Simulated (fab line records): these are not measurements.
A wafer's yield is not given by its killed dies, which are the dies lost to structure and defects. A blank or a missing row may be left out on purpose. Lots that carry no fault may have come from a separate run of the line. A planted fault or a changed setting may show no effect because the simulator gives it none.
Which tool is to blame? | flow nand harc | 15 lots, 45 wafers sampled, at 4 steps of a route of 1302

WHAT THE GAUGES READ, wafer by wafer
NHARC_P_START_INSPECT_01. Usual: raw defect count 3.4, standard deviation 1.9.
lot  | measured     | on                | raw defect count | flag
L394 | day 1 20:02  | defect inspect-01 | 3 1 0            |
L396 | day 2 16:03  | defect inspect-02 | 6 1 2            |
L397 | day 3 02:02  | defect inspect-01 | 1 1 7            |
L398 | day 3 12:02  | defect inspect-01 | 0 4 7            |
L401 | day 4 18:02  | defect inspect-01 | 3 1 3            |
L403 | day 5 14:02  | defect inspect-02 | 3 3 6            |
L404 | day 6 00:02  | defect inspect-01 | 3 5 3            |
L405 | day 6 10:02  | defect inspect-02 | 1 3 4            |
L406 | day 6 20:02  | defect inspect-02 | 6 5 4            |
L409 | day 8 02:02  | defect inspect-01 | 4 2 3            |
L413 | day 9 18:02  | defect inspect-01 | 7 5 2            |
L414 | day 10 04:02 | defect inspect-02 | 4 4 5            |
L415 | day 10 14:02 | defect inspect-01 | 3 3 6            |
L416 | day 11 00:02 | defect inspect-01 | 4 3 3            |
L417 | day 11 10:02 | defect inspect-01 | 4 3 4            |

NHARC_P_ZERO_WELL_CD_MEAS_11: the cd target is 500 nm. Usual: cd nm 500.4 nm, standard deviation 1.5.
lot  | measured     | on        | cd nm (nm)        | flag
L394 | day 1 21:15  | cd sem-01 | 502.9 501.2 498.9 |
L396 | day 2 17:23  | cd sem-01 | 500.9 498.6 498.1 |
L397 | day 3 03:14  | cd sem-03 | 498.1 500.3 501.2 |
L398 | day 3 13:15  | cd sem-01 | 500.5 500.8 498.6 |
L401 | day 4 19:07  | cd sem-02 | 498.2 500.4 498.3 |
L403 | day 5 15:16  | cd sem-01 | 500.9 502.0 503.0 |
L404 | day 6 01:15  | cd sem-03 | 503.8 503.2 503.2 |
L405 | day 6 11:14  | cd sem-01 | 501.6 502.5 502.7 |
L406 | day 6 21:14  | cd sem-03 | 496.3 499.6 498.5 |
L409 | day 8 03:15  | cd sem-01 | 499.4 499.4 500.5 |
L413 | day 9 19:07  | cd sem-02 | 501.3 499.4 501.4 |
L414 | day 10 05:14 | cd sem-02 | 500.1 499.2 501.3 |
L415 | day 10 15:07 | cd sem-01 | 500.8 500.6 501.7 |
L416 | day 11 01:14 | cd sem-01 | 500.3 500.7 502.0 |
L417 | day 11 11:15 | cd sem-02 | 497.9 501.7 500.4 |

NHARC_P_STI_CD_MEAS_16. Usual: cd nm 199.3 nm, standard deviation 2.6.
lot  | measured     | on        | cd nm (nm)        | flag
L394 | day 2 21:39  | cd sem-02 | 197.1 202.9 201.6 |
L396 | day 3 18:00  | cd sem-02 | 197.3 202.7 197.4 |
L397 | day 4 04:13  | cd sem-02 | 195.5 196.9 194.8 |
L398 | day 4 13:20  | cd sem-03 | 197.1 202.1 198.2 |
L401 | day 5 19:08  | cd sem-01 | 202.4 201.1 202.2 |
L403 | day 6 13:40  | cd sem-03 | 197.8 203.7 197.7 |
L404 | day 7 01:58  | cd sem-01 | 201.5 200.1 195.8 |
L405 | day 7 10:19  | cd sem-02 | 200.7 201.7 197.8 |
L406 | day 7 20:51  | cd sem-02 | 199.2 199.6 205.8 |
L409 | day 9 01:39  | cd sem-03 | 200.3 202.4 201.4 |
L416 | day 12 04:31 | cd sem-03 | 194.6 194.2 196.8 |
L417 | day 12 10:55 | cd sem-02 | 200.6 202.0 199.7 |

EACH LOT AND THE TOOL THAT RAN IT (in order: tool; ch and the chambers of the sampled wafers; start)
lot  | NHARC_P_ZERO_WELL_IMPLANT_57
L394 | implanter-01 ch 0, day 1 23:01
L396 | implanter-02 ch 0, day 2 19:14
L397 | implanter-02 ch 0, day 3 05:12
L398 | implanter-01 ch 0, day 3 15:20
L401 | implanter-02 ch 0, day 4 20:49
L403 | implanter-02 ch 0, day 5 17:13
L404 | implanter-01 ch 0, day 6 04:30
L405 | implanter-01 ch 0, day 6 12:58
L406 | implanter-02 ch 0, day 6 23:08
L409 | implanter-02 ch 0, day 8 05:07
L413 | implanter-01, day 9 20:53
L414 | implanter-02, day 10 07:13
L415 | implanter-02, day 10 17:02
L416 | implanter-02 ch 0, day 11 02:59
L417 | implanter-01 ch 0, day 11 13:24
- NHARC_P_ZERO_WELL_IMPLANT_57

AS READ BY THE TOOLS THEMSELVES (means over the sampled wafers that have a number; for cases with no such wafer, the mark the record gives instead)
NHARC_P_ZERO_WELL_IMPLANT_57. Usual: beam energy keV 250.01, standard deviation 0.075; beam on s 10.03 s, standard deviation 0.22.
lot  | tool         | beam energy keV | beam on s (s) | flag
L394 | implanter-01 | 249.96          | 10.02         |
L396 | implanter-02 | 250.07          | 9.99          |
L397 | implanter-02 | 249.99          | 10.12         |
L398 | implanter-01 | 249.95          | 9.94          |
L401 | implanter-02 | 249.96          | 9.95          |
L403 | implanter-02 | 249.98          | 10.04         |
L404 | implanter-01 | 250.02          | 10.12         |
L405 | implanter-01 | 250.04          | 9.93          |
L406 | implanter-02 | 250.04          | 10.05         |
L409 | implanter-02 | 250.06          | 9.90          |
L413 | implanter-01 | -               | -             | OFF
L414 | implanter-02 | -               | -             | OFF
L415 | implanter-02 | -               | -             | OFF
L416 | implanter-02 | 249.98          | 10.38         |
L417 | implanter-01 | 249.90          | 9.85          |

THE ANSWER, worked out from the rows above alone
Rule: take the mean of a lot's wafers that have a number; if it is more than 3 standard deviations from the usual mean, the lot is off. A lot without any number at a reading at which 4 lots or more have one is off too. All remaining lots with rows at the step are treated as sound. The gauges are gone through in route order, then the tools' own readings, and for those a lot's mean is taken as printed above. At the first step where some lot is off, the reading lying furthest off is the one used; lots without a number count as furthest.
Off at NHARC_P_ZERO_WELL_IMPLANT_57 (beam energy keV): L413, L414, L415. Without a number there: L413, L414, L415.
A tool fits if, at that step or a process step before it, it ran every lot that is off, and no sound lot after the first of them. No candidate that was tried fits.

WHAT THE SIMULATOR HAD PUT IN
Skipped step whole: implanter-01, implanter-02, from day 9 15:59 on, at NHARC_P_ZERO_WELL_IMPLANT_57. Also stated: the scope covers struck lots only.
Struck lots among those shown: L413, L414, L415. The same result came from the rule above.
